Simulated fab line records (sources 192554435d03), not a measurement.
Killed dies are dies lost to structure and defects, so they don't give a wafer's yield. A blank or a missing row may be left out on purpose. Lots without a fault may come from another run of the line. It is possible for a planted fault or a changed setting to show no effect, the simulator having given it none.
fab line records -- flow n5Finfet -- part 1 of 2: steps 1 to 4 of 6
record lots=19, wafers=57, lastDay=21
route steps=1938 shown BEOL_M0_SAQP@668 BEOL_M0@715
lots that met no fault: from a run of the same line without faults
startH: hours from the record's first day to the start of the lot's first wafer shown -- waitH: hours from the lot's prior step to this one -- " repeats the value in the row above -- L1.1+2: one row covering several wafers at once -- - no value, or no start given -- * or withheld: withheld -- < > ~ a bound
route shown NAME@n: names a module that has steps shown in the file, with the first one's number in the route -- usual: mean and standard deviation over wafers with no fault -- same: alike in all rows -- chamber/n: place in a boat -- sites: the reading at each site -- _std_site: standard deviation of those values -- _edge_site: mean of outer sites minus mean of inner sites -- radiusMm: how far each site lies from the wafer's centre -- mask NAME#n: copy n -- behind: the last tool/chamber to shape the wafer -- hold: why the lot was held/for how many hours/how that ended -- device: the n, p or np transistor that did not switch -- end of line: at the end of the route, the tests of the same wafers -- where a step has no rows: the recipe by itself -- killed: the dies lost at the first sort to structure and to defects; this is not the yield of the wafer -- map: a wafer's dies, marking killed ones x, the rest . and places with no die _
set.NAME: the setting that was run; set.NAME@STEP: the one run at that earlier step -- model.NAME: the simulator's own value behind a step, which no gauge read
a sample of lots followed through the steps of the route, with each step as a table and each wafer as a row
services: when a tool's chamber went out of use (startH, in hours from the record's first day, below 0 if earlier), for how many hours, and the reason
## steps
# step N5_BEOL_M0_SAQP_ETCH_102
# recipe chemistry=CF4, target=SiO2, targetDepthA=40, ionEnergyEv=350, timeS=4.4, pressureMtorr=10, icpW=800, biasW=400, cf4FlowSccm=80
# usual biasW=399.8/1.3, cf4FlowSccm=80.03/0.26, drypumpMotorCurrentA=5.9/0.42, oesProductAu=1.003/0.029, throttleValvePct=21.72/0.29
lot.wafer,tool,chamber,startH,waitH,biasW,cf4FlowSccm,drypumpMotorCurrentA,oesProductAu,rfHoursCounterH,throttleValvePct
L074.3,rieSi-04,0,123.14,0.1,399.9,79.74,6.1,1.024,6,21.70
L074.4,rieSi-04,3,123.14,0.1,398.8,79.66,6.2,1.060,98,21.48
L074.5,rieSi-04,1,123.14,0.1,400.8,80.30,5.0,0.990,-,21.71
L076.2,rieSi-06,2,124.97,0.1,399.7,79.75,6.1,0.978,7,21.52
L076.5,rieSi-06,3,124.97,0.1,397.7,80.39,5.7,0.996,-,21.65
L076.6,rieSi-06,0,124.97,0.1,400.2,79.77,6.0,0.970,-,21.60
L077.2,rieSi-06,3,141.67,0.1,401.0,80.02,5.7,0.994,186,21.67
L077.3,rieSi-06,2,141.67,0.1,400.6,79.88,6.1,0.970,8,21.53
L077.6,rieSi-06,0,141.67,0.1,399.6,79.92,6.0,0.969,-,21.60
L078.1,rieSi-06,3,142.48,0.1,399.1,80.18,5.7,0.999,186,21.66
L078.4,rieSi-06,0,142.48,0.1,397.8,80.13,6.1,0.967,178,21.61
L078.6,rieSi-06,2,142.48,0.1,402.8,80.08,6.1,0.965,-,21.52
L075.1,rieSi-04,1,142.56,0.1,400.9,80.03,5.0,0.996,107,21.70
L075.4,rieSi-04,0,142.56,0.1,401.3,79.66,6.1,1.013,7,21.69
L075.5,rieSi-04,2,142.56,0.1,399.5,80.21,5.9,1.023,-,22.36
L080.2,rieSi-05,2,150.21,0.1,399.7,79.79,5.1,0.967,132,22.28
L080.4,rieSi-05,0,150.21,0.1,400.2,79.93,6.3,1.000,75,21.59
L080.5,rieSi-05,0,150.21,0.1,400.0,80.13,6.3,1.014,-,21.60
L081.1,rieSi-04,1,156.82,0.1,399.5,80.23,5.0,0.987,108,21.71
L081.2,rieSi-04,2,156.82,0.1,399.8,80.05,5.9,1.024,18,22.34
L081.6,rieSi-04,0,156.82,0.1,399.3,80.07,6.1,1.010,-,21.69
L084.1,rieSi-04,0,176.44,0.1,399.0,79.81,6.2,1.001,7,21.69
L084.3,rieSi-04,1,176.44,0.1,400.7,80.33,5.0,0.987,108,21.72
L084.5,rieSi-04,3,176.44,0.1,400.1,80.22,6.1,1.048,-,21.47
L085.2,rieSi-06,2,183.96,0.1,400.2,80.31,6.1,0.960,8,21.51
L085.3,rieSi-06,1,183.96,0.1,398.8,79.98,6.0,0.963,6,21.45
L085.6,rieSi-06,0,183.96,0.1,399.8,79.74,6.0,0.963,-,21.59
L086.3,rieSi-04,1,186.20,0.1,400.7,80.27,5.0,0.989,108,21.70
L086.5,rieSi-04,1,186.20,0.1,400.9,80.20,5.0,0.989,-,21.72
L086.6,rieSi-04,0,186.20,0.1,401.5,80.25,6.2,1.010,-,21.69
L087.1,rieSi-04,0,189.28,0.1,402.9,80.04,6.1,1.015,8,21.68
L087.2,rieSi-04,3,189.28,0.1,401.1,80.10,6.2,1.047,99,21.49
L087.6,rieSi-04,0,189.28,0.1,403.2,80.12,6.1,1.007,-,21.70
L088.1,rieSi-04,0,195.79,0.1,399.9,80.05,6.2,1.018,8,21.69
L088.5,rieSi-04,2,195.79,0.1,401.3,79.53,5.9,1.016,-,22.36
L088.6,rieSi-04,3,195.79,0.1,399.6,79.59,6.2,1.060,-,21.49
L090.2,rieSi-04,0,207.16,0.1,398.2,80.57,6.1,1.006,8,21.70
L090.3,rieSi-04,2,207.16,0.1,398.6,80.18,5.9,1.018,19,22.34
L090.6,rieSi-04,1,207.16,0.1,401.4,80.13,5.0,0.979,-,21.71
L091.3,rieSi-06,0,209.31,0.1,399.0,80.12,6.0,0.957,179,21.60
L091.4,rieSi-06,2,209.31,0.1,401.2,79.51,6.1,0.974,9,21.52
L091.6,rieSi-06,2,209.31,0.1,400.8,79.48,6.1,0.968,-,21.51
L093.1,rieSi-04,1,223.46,0.1,398.7,79.96,5.0,0.989,109,21.69
L093.3,rieSi-04,2,223.46,0.1,400.3,80.60,5.9,1.023,19,22.34
L093.6,rieSi-04,2,223.46,0.1,400.2,80.25,5.9,1.018,-,22.35
L094.1,rieSi-04,3,234.47,0.1,398.9,80.10,6.2,1.069,100,21.49
L094.3,rieSi-04,2,234.47,0.1,400.9,80.00,5.9,1.032,19,22.34
L094.4,rieSi-04,1,234.47,0.1,400.5,80.04,5.0,0.989,109,21.70
L095.1,rieSi-06,0,239.16,0.1,396.9,79.90,6.0,0.957,179,21.60
L095.3,rieSi-06,2,239.16,0.1,402.1,80.03,6.1,0.963,10,21.52
L095.6,rieSi-06,1,239.16,0.1,398.8,80.48,6.0,0.963,-,21.45
L096.1,rieSi-04,0,242.76,0.1,399.4,79.95,6.1,0.998,9,21.69
L096.5,rieSi-04,0,242.76,0.1,401.1,80.06,6.2,1.003,-,21.68
L096.6,rieSi-04,1,242.76,0.1,400.6,80.26,5.0,0.977,-,21.70
L097.2,rieSi-05,3,249.83,0.1,398.2,80.24,5.6,1.001,179,21.73
L097.3,rieSi-05,2,249.83,0.1,399.9,79.71,5.1,0.971,134,22.31
L097.6,rieSi-05,1,249.83,0.1,402.3,80.36,5.7,1.019,-,21.42
# step N5_BEOL_M0_SAQP_MANDREL_ETCH_103
# recipe chemistry=HBr/Cl2, target=a-Si, targetDepthA=450, btTimeS=10, stopOn=SiCN, maskMaterial=SiO2, overEtchFrac=0.8, timeS=27, pressureMtorr=10, icpW=800, biasW=75, HBr_flow_sccm=150, Cl2_flow_sccm=80, ends=endPoint
# usual biasW=74.99/0.21, drypumpMotorCurrentA=5.9/0.42, oesProductAu=0.683/0.012, throttleValvePct=35.1/0.47
# same btTimeS=10
lot.wafer,tool,chamber,startH,waitH,biasW,drypumpMotorCurrentA,oesProductAu,rfHoursCounterH,throttleValvePct
L074.3,rieSi-04,0,123.18,0.0,74.83,6.1,0.692,6,35.1
L074.4,rieSi-04,3,123.18,0.0,75.12,6.3,0.691,98,34.7
L074.5,rieSi-04,1,123.18,0.0,74.84,5.0,0.695,-,34.5
L076.2,rieSi-06,2,125.01,0.0,74.66,6.1,0.669,7,34.8
L076.5,rieSi-06,3,125.01,0.0,75.00,5.7,0.674,-,35.3
L076.6,rieSi-06,0,125.01,0.0,75.25,6.0,0.690,-,35.2
L077.2,rieSi-06,3,141.70,0.0,74.75,5.7,0.666,186,35.4
L077.3,rieSi-06,2,141.70,0.0,75.18,6.1,0.665,8,34.8
L077.6,rieSi-06,0,141.70,0.0,75.27,6.0,0.685,-,35.2
L078.1,rieSi-06,3,142.51,0.0,74.93,5.7,0.672,186,35.3
L078.4,rieSi-06,0,142.51,0.0,75.17,6.1,0.690,178,35.1
L078.6,rieSi-06,2,142.51,0.0,74.75,6.1,0.674,-,34.8
L075.1,rieSi-04,1,142.60,0.0,75.14,5.0,0.676,107,34.5
L075.4,rieSi-04,0,142.60,0.0,74.98,6.2,0.697,7,35.1
L075.5,rieSi-04,2,142.60,0.0,74.83,5.9,0.698,-,36.0
L080.2,rieSi-05,2,150.24,0.0,74.90,5.1,0.674,132,36.2
L080.4,rieSi-05,0,150.24,0.0,74.97,6.3,0.688,75,35.4
L080.5,rieSi-05,0,150.24,0.0,74.98,6.3,0.681,-,35.4
L081.1,rieSi-04,1,156.86,0.0,75.29,5.0,0.668,108,34.5
L081.2,rieSi-04,2,156.86,0.0,75.15,5.9,0.690,18,36.0
L081.6,rieSi-04,0,156.86,0.0,74.70,6.2,0.709,-,35.1
L084.1,rieSi-04,0,176.47,0.0,75.27,6.2,0.695,7,35.1
L084.3,rieSi-04,1,176.47,0.0,74.69,5.0,0.673,108,34.6
L084.5,rieSi-04,3,176.47,0.0,74.85,6.2,0.679,-,34.8
L085.2,rieSi-06,2,183.99,0.0,74.70,6.1,0.667,8,34.8
L085.3,rieSi-06,1,183.99,0.0,74.99,6.0,0.661,6,35.0
L085.6,rieSi-06,0,183.99,0.0,74.91,6.1,0.694,-,35.2
L086.3,rieSi-04,1,186.23,0.0,74.99,5.0,0.668,108,34.6
L086.5,rieSi-04,1,186.23,0.0,75.20,5.0,0.674,-,34.6
L086.6,rieSi-04,0,186.23,0.0,74.84,6.1,0.681,-,35.2
L087.1,rieSi-04,0,189.32,0.0,75.00,6.2,0.698,8,35.2
L087.2,rieSi-04,3,189.32,0.0,74.94,6.3,0.682,100,34.8
L087.6,rieSi-04,0,189.32,0.0,74.70,6.1,0.696,-,35.2
L088.1,rieSi-04,0,195.83,0.0,75.03,6.2,0.682,8,35.2
L088.5,rieSi-04,2,195.83,0.0,74.62,5.9,0.687,-,36.0
L088.6,rieSi-04,3,195.83,0.0,74.67,6.2,0.691,-,34.8
L090.2,rieSi-04,0,207.19,0.0,74.88,6.2,0.696,8,35.2
L090.3,rieSi-04,2,207.19,0.0,74.58,5.9,0.694,19,36.0
L090.6,rieSi-04,1,207.19,0.0,74.62,5.0,0.673,-,34.6
L091.3,rieSi-06,0,209.34,0.0,75.06,6.1,0.694,179,35.2
L091.4,rieSi-06,2,209.34,0.0,75.43,6.1,0.661,9,34.8
L091.6,rieSi-06,2,209.34,0.0,75.15,6.1,0.672,-,34.8
L093.1,rieSi-04,1,223.49,0.0,74.63,5.0,0.672,109,34.6
L093.3,rieSi-04,2,223.49,0.0,75.11,5.9,0.693,19,36.0
L093.6,rieSi-04,2,223.49,0.0,75.23,5.9,0.706,-,36.0
L094.1,rieSi-04,3,234.50,0.0,75.21,6.2,0.682,100,34.8
L094.3,rieSi-04,2,234.50,0.0,75.01,5.9,0.686,19,36.0
L094.4,rieSi-04,1,234.50,0.0,75.07,5.0,0.676,109,34.6
L095.1,rieSi-06,0,239.19,0.0,74.94,6.0,0.688,179,35.2
L095.3,rieSi-06,2,239.19,0.0,74.79,6.1,0.670,10,34.8
L095.6,rieSi-06,1,239.19,0.0,74.62,6.0,0.682,-,35.0
L096.1,rieSi-04,0,242.79,0.0,74.98,6.1,0.702,9,35.1
L096.5,rieSi-04,0,242.79,0.0,74.96,6.2,0.701,-,35.1
L096.6,rieSi-04,1,242.79,0.0,74.88,5.0,0.691,-,34.5
L097.2,rieSi-05,3,249.86,0.0,75.03,5.6,0.700,179,35.2
L097.3,rieSi-05,2,249.86,0.0,75.31,5.1,0.674,134,36.2
L097.6,rieSi-05,1,249.86,0.0,74.72,5.7,0.698,-,34.9
# step N5_BEOL_M0_SAQP_RECESS_104
# recipe chemistry=HF/NH3, target=SiO2, targetDepthA=180, afsCycles=3, tempC=30, sublimationTempC=180, sublimationTimeS=60
# usual drypumpMotorCurrentA=5.7/0.43, sublimationTempC=180.01/0.15
lot.wafer,tool,chamber,startH,waitH,drypumpMotorCurrentA,sublimationTempC
L074.3,vaporEtch-02,1,123.38,0.2,5.1,180.03
L074.4,vaporEtch-02,0,123.38,0.2,6.2,179.78
L074.5,vaporEtch-02,1,123.38,0.2,5.1,179.98
L076.2,vaporEtch-02,0,125.09,0.1,6.1,180.27
L076.5,vaporEtch-02,0,125.09,0.1,6.2,179.91
L076.6,vaporEtch-02,1,125.09,0.1,5.1,179.86
L077.2,vaporEtch-01,1,141.78,0.1,6.2,179.98
L077.3,vaporEtch-01,1,141.78,0.1,6.1,179.92
L077.6,vaporEtch-01,0,141.78,0.1,5.4,180.07
L078.1,vaporEtch-01,0,142.59,0.1,5.4,179.82
L078.4,vaporEtch-01,0,142.59,0.1,5.4,180.18
L078.6,vaporEtch-01,0,142.59,0.1,5.4,180.05
L075.1,vaporEtch-01,0,142.95,0.3,5.4,179.95
L075.4,vaporEtch-01,0,142.95,0.3,5.4,180.14
L075.5,vaporEtch-01,0,142.95,0.3,5.4,179.91
L080.2,vaporEtch-01,0,150.32,0.1,5.4,180.26
L080.4,vaporEtch-01,1,150.32,0.1,6.2,180.03
L080.5,vaporEtch-01,0,150.32,0.1,5.4,180.21
L081.1,vaporEtch-01,0,156.94,0.1,5.4,180.23
L081.2,vaporEtch-01,1,156.94,0.1,6.1,180.01
L081.6,vaporEtch-01,0,156.94,0.1,5.4,180.08
L084.1,vaporEtch-01,0,176.55,0.1,5.4,179.84
L084.3,vaporEtch-01,0,176.55,0.1,5.4,179.76
L084.5,vaporEtch-01,0,176.55,0.1,5.4,180.20
L085.2,vaporEtch-01,1,184.07,0.1,6.1,179.86
L085.3,vaporEtch-01,0,184.07,0.1,5.4,179.65
L085.6,vaporEtch-01,1,184.07,0.1,6.2,179.90
L086.3,vaporEtch-02,1,186.44,0.2,5.1,179.98
L086.5,vaporEtch-02,0,186.44,0.2,6.1,180.12
L086.6,vaporEtch-02,1,186.44,0.2,5.2,179.98
L087.1,vaporEtch-02,1,189.40,0.1,5.2,180.12
L087.2,vaporEtch-02,0,189.40,0.1,6.1,179.92
L087.6,vaporEtch-02,0,189.40,0.1,6.1,179.75
L088.1,vaporEtch-01,0,195.91,0.1,5.4,179.65
L088.5,vaporEtch-01,0,195.91,0.1,5.4,180.14
L088.6,vaporEtch-01,1,195.91,0.1,6.2,180.14
L090.2,vaporEtch-01,0,207.27,0.1,5.4,179.92
L090.3,vaporEtch-01,0,207.27,0.1,5.4,179.91
L090.6,vaporEtch-01,0,207.27,0.1,5.4,180.08
L091.3,vaporEtch-01,1,209.54,0.2,6.1,179.92
L091.4,vaporEtch-01,0,209.54,0.2,5.4,179.99
L091.6,vaporEtch-01,1,209.54,0.2,6.2,180.01
L093.1,vaporEtch-01,1,223.57,0.1,6.1,179.90
L093.3,vaporEtch-01,0,223.57,0.1,5.4,180.02
L093.6,vaporEtch-01,0,223.57,0.1,5.4,179.93
L094.1,vaporEtch-01,1,234.58,0.1,6.1,179.74
L094.3,vaporEtch-01,1,234.58,0.1,6.1,179.99
L094.4,vaporEtch-01,0,234.58,0.1,5.4,179.91
L095.1,vaporEtch-01,0,239.27,0.1,5.4,180.26
L095.3,vaporEtch-01,0,239.27,0.1,5.4,180.14
L095.6,vaporEtch-01,1,239.27,0.1,6.1,179.95
L096.1,vaporEtch-02,1,242.87,0.1,5.1,180.16
L096.5,vaporEtch-02,0,242.87,0.1,6.1,180.05
L096.6,vaporEtch-02,1,242.87,0.1,5.2,180.14
L097.2,vaporEtch-01,0,249.94,0.1,5.4,179.94
L097.3,vaporEtch-01,0,249.94,0.1,5.4,180.04
L097.6,vaporEtch-01,0,249.94,0.1,5.4,180.05
# step N5_BEOL_M0_SAQP_STRIP_75
# recipe chemistry=CF4, resist=SiARC, powerW=300, biasPowerW=75, pressureMtorr=50, cf4FlowSccm=150, rfFrequencyHz=6e+07
# usual biasPowerW=75.01/0.23, cf4FlowSccm=150.1/0.49, drypumpMotorCurrentA=5.6/0.35, oesProductAu=0.179/0.019, rfVppV=271.1/1.7, showerheadPlenumPTorr=1.79/0.065, throttleValvePct=13.6/0.32
lot.wafer,tool,chamber,startH,waitH,biasPowerW,cf4FlowSccm,drypumpMotorCurrentA,oesProductAu,rfHoursCounterH,rfVppV,showerheadPlenumPTorr,throttleValvePct
L074.3,rieDiel-02,2,126.10,0.1,75.05,150.1,5.9,0.165,166,268.7,1.73,13.9
L074.4,rieDiel-02,0,126.10,0.1,74.95,149.6,5.8,0.193,51,270.6,1.76,13.5
L074.5,rieDiel-02,1,126.10,0.1,75.34,149.5,4.8,0.185,-,270.2,1.81,13.8
L076.2,rieDiel-06,3,128.62,0.1,75.35,149.4,5.4,0.162,237,268.8,1.71,14.2
L076.5,rieDiel-06,2,128.62,0.1,74.80,150.3,5.8,0.171,-,272.9,1.86,13.2
L076.6,rieDiel-06,3,128.62,0.1,75.31,149.9,5.3,0.161,-,269.1,1.71,14.2
L077.2,rieDiel-03,1,145.23,0.1,75.01,150.2,5.9,0.169,201,272.4,1.84,13.6
L077.3,rieDiel-03,0,145.23,0.1,75.26,149.9,5.3,0.158,230,269.3,1.79,14.1
L077.6,rieDiel-03,3,145.23,0.1,74.87,149.9,6.5,0.181,-,271.0,1.82,13.6
L078.1,rieDiel-06,2,147.27,0.1,74.68,149.8,5.8,0.175,153,274.4,1.86,13.2
L078.4,rieDiel-06,1,147.27,0.1,75.13,150.2,5.6,0.176,118,270.8,1.73,13.9
L078.6,rieDiel-06,3,147.27,0.1,75.10,149.9,5.4,0.161,-,269.5,1.71,14.2
L075.1,rieDiel-02,0,147.33,0.1,75.27,149.7,5.8,0.192,56,271.0,1.76,13.5
L075.4,rieDiel-02,1,147.33,0.1,75.34,150.3,4.8,0.178,141,271.4,1.81,13.8
L075.5,rieDiel-02,0,147.33,0.1,75.12,149.5,5.8,0.193,-,269.6,1.76,13.5
L080.2,rieDiel-06,3,153.46,0.1,74.98,150.2,5.4,0.164,244,267.9,1.71,14.2
L080.4,rieDiel-06,1,153.46,0.1,74.99,149.1,5.6,0.184,-,270.3,1.73,13.9
L080.5,rieDiel-06,3,153.46,0.1,75.30,149.5,5.4,0.158,-,269.2,1.71,14.2
L081.1,rieDiel-02,1,160.94,0.1,74.94,149.7,4.8,0.181,145,270.8,1.81,13.8
L081.2,rieDiel-02,0,160.94,0.1,74.96,149.9,5.8,0.193,61,269.7,1.76,13.5
L081.6,rieDiel-02,1,160.94,0.1,74.98,150.3,4.8,0.177,-,269.5,1.81,13.8
L084.1,rieDiel-02,3,181.18,0.1,75.21,150.2,5.4,0.206,34,274.1,1.91,13.2
L084.3,rieDiel-02,0,181.18,0.1,74.96,150.2,5.8,0.195,67,269.2,1.76,13.6
L084.5,rieDiel-02,1,181.18,0.1,74.94,150.0,4.8,0.174,-,271.3,1.81,13.8
L085.2,rieDiel-03,0,187.67,0.1,74.92,149.2,5.2,0.159,245,270.0,1.78,14.1
L085.3,rieDiel-03,2,187.67,0.1,74.63,149.2,6.0,0.172,189,270.4,1.70,13.3
L085.6,rieDiel-03,0,187.67,0.1,74.94,149.9,5.2,0.162,-,270.1,1.78,14.1
L086.3,rieDiel-02,2,189.90,0.1,74.85,150.3,5.8,0.162,189,270.4,1.72,14.0
L086.5,rieDiel-02,1,189.90,0.1,74.59,149.8,4.8,0.169,-,271.5,1.81,13.8
L086.6,rieDiel-02,0,189.90,0.1,75.55,150.6,5.8,0.186,-,270.3,1.76,13.6
L087.1,rieDiel-03,1,193.27,0.1,74.85,149.8,5.9,0.170,218,272.4,1.83,13.6
L087.2,rieDiel-03,2,193.27,0.1,74.93,150.2,6.0,0.165,192,268.5,1.70,13.3
L087.6,rieDiel-03,0,193.27,0.1,75.30,150.1,5.2,0.152,-,270.4,1.78,14.1
L088.1,rieDiel-03,1,199.02,0.1,74.83,150.4,5.9,0.164,220,272.0,1.83,13.6
L088.5,rieDiel-03,0,199.02,0.1,75.12,149.9,5.2,0.154,-,273.0,1.78,14.1
L088.6,rieDiel-03,1,199.02,0.1,74.64,150.3,5.9,0.167,-,272.5,1.83,13.6
L090.2,rieDiel-06,3,210.21,0.1,74.82,150.6,5.3,0.229,2,274.3,1.92,13.6
L090.3,rieDiel-06,1,210.21,0.1,74.97,150.8,5.6,0.170,146,270.3,1.73,14.0
L090.6,rieDiel-06,3,210.21,0.1,74.71,150.2,5.4,0.226,-,274.8,1.92,13.6
L091.3,rieDiel-06,2,212.79,0.1,75.25,149.3,5.8,0.168,181,273.4,1.85,13.3
L091.4,rieDiel-06,0,212.79,0.1,74.69,150.4,5.7,0.222,17,270.5,1.78,13.1
L091.6,rieDiel-06,0,212.79,0.1,74.77,150.6,5.7,0.213,-,270.4,1.78,13.2
L093.1,rieDiel-02,3,226.44,0.1,75.06,149.7,5.4,0.197,51,274.1,1.90,13.3
L093.3,rieDiel-02,2,226.44,0.1,75.09,150.6,5.8,0.164,200,270.4,1.72,14.0
L093.6,rieDiel-02,0,226.44,0.1,75.30,150.6,5.8,0.187,-,269.0,1.75,13.6
L094.1,rieDiel-02,2,237.44,0.1,74.83,149.8,5.8,0.165,205,268.4,1.72,14.0
L094.3,rieDiel-02,0,237.44,0.1,75.14,149.2,5.8,0.180,91,271.5,1.75,13.6
L094.4,rieDiel-02,3,237.44,0.1,74.43,150.8,5.4,0.189,-,273.6,1.90,13.3
L095.1,rieDiel-02,0,242.25,0.1,75.19,149.9,5.8,0.181,92,269.6,1.75,13.6
L095.3,rieDiel-02,2,242.25,0.1,74.99,149.2,5.8,0.157,207,268.2,1.71,14.0
L095.6,rieDiel-02,2,242.25,0.1,75.44,149.4,5.8,0.158,-,269.2,1.72,14.0
L096.1,rieDiel-03,2,246.76,0.1,75.17,150.2,5.9,0.157,212,270.3,1.70,13.4
L096.5,rieDiel-03,0,246.76,0.1,74.85,150.7,5.2,0.208,-,270.0,1.78,13.5
L096.6,rieDiel-03,3,246.76,0.1,74.82,150.2,6.5,0.173,-,271.2,1.81,13.7
L097.2,rieDiel-06,1,252.80,0.1,75.13,150.4,5.7,0.176,159,270.3,1.72,14.0
L097.3,rieDiel-06,2,252.80,0.1,75.13,149.5,5.8,0.167,194,274.4,1.84,13.3
L097.6,rieDiel-06,1,252.80,0.1,75.17,150.3,5.7,0.173,-,269.7,1.72,14.0
